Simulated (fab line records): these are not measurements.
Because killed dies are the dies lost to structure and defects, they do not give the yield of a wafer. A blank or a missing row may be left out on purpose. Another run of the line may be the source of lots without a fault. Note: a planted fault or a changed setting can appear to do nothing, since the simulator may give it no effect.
Matching of chambers + flow nandHarc + NHARC_A_STAIRCASE_ETCH_313 on rieDiel-04: 4 sister chambers
The step etches the open film in CF4/CHF3. 18 wafers are shown with their chamber, then 9 later ones without.

## WAFERS WITH THEIR CHAMBER
| wafer  | chamber | showerheadPlenumPTorr (Torr) | rfVppV (V) | oesProductAu (a.u.) |
|--------|---------|------------------------------|------------|---------------------|
| L081.1 | 1       | 1.50                         | 369.0      | 0.934               |
| L081.2 | 0       | 1.57                         | 370.5      | 0.919               |
| L081.4 | 2       | 1.67                         | 373.2      | 0.930               |
| L082.1 | 3       | 1.61                         | 372.0      | 0.926               |
| L082.4 | 1       | 1.50                         | 367.4      | 0.933               |
| L082.6 | 2       | 1.67                         | 373.5      | 0.929               |
| L084.1 | 3       | 1.61                         | 372.4      | 0.927               |
| L084.5 | 0       | 1.57                         | 369.6      | 0.915               |
| L084.6 | 1       | 1.50                         | 368.9      | 0.929               |
| L087.2 | 1       | 1.49                         | 366.8      | 0.944               |
| L087.4 | 2       | 1.66                         | 373.0      | 0.932               |
| L087.6 | 0       | 1.57                         | 370.1      | 0.913               |
| L089.2 | 3       | 1.61                         | 371.2      | 0.930               |
| L089.3 | 2       | 1.66                         | 373.5      | 0.934               |
| L089.5 | 2       | 1.66                         | 372.8      | 0.931               |
| L092.4 | 3       | 1.61                         | 373.4      | 0.930               |
| L092.5 | 1       | 1.49                         | 365.9      | 0.931               |
| L092.6 | 0       | 1.56                         | 371.1      | 0.920               |

SIGNATURES, as means of the wafers listed above
| reading               | chamber 0 | chamber 1 | chamber 2 | chamber 3 | scatter within a chamber |
|-----------------------|-----------|-----------|-----------|-----------|--------------------------|
| showerheadPlenumPTorr | 1.5675    | 1.4960    | 1.6640    | 1.6100    | 0.00474                  |
| rfVppV                | 370.325   | 367.600   | 373.200   | 372.250   | 0.899                    |
| oesProductAu          | 0.91675   | 0.93420   | 0.93120   | 0.92825   | 0.00373                  |
Rule: a wafer's distance from a chamber is the root of the sum, over the readings, of the square of ((its reading less the chamber's mean) divided by the reading's scatter). The wafer belongs to the nearest chamber; if the next one is less than 2 further off, it can't be placed. The scatter: the root of (the sum of the squares of (reading less its chamber's mean) over the shown wafers, divided by (wafers less chambers)).

## WAFERS WITH NO CHAMBER GIVEN
| wafer  | showerheadPlenumPTorr (Torr) | rfVppV (V) | oesProductAu (a.u.) |
|--------|------------------------------|------------|---------------------|
| L096.2 | 1.49                         | 368.8      | 0.929               |
| L096.5 | 1.49                         | 366.9      | 0.924               |
| L096.6 | 1.66                         | 372.6      | 0.928               |
| L095.1 | 1.56                         | 370.4      | 0.922               |
| L095.2 | 1.66                         | 372.4      | 0.924               |
| L095.6 | 1.66                         | 373.9      | 0.915               |
| L097.1 | 1.49                         | 368.8      | 0.936               |
| L097.2 | 1.66                         | 373.0      | 0.926               |
| L097.5 | 1.56                         | 371.3      | 0.929               |

## EACH ONE'S CHAMBER
| wafer  | from the rows above | in truth |
|--------|---------------------|----------|
| L096.2 | 1                   | 1        |
| L096.5 | 1                   | 1        |
| L096.6 | 2                   | 2        |
| L095.1 | 0                   | 0        |
| L095.2 | 2                   | 2        |
| L095.6 | 2                   | 2        |
| L097.1 | 1                   | 1        |
| L097.2 | 2                   | 2        |
| L097.5 | 0                   | 0        |
9 of 9 placed correctly. Number that these rows cannot place: 0. 0 placed wrongly.
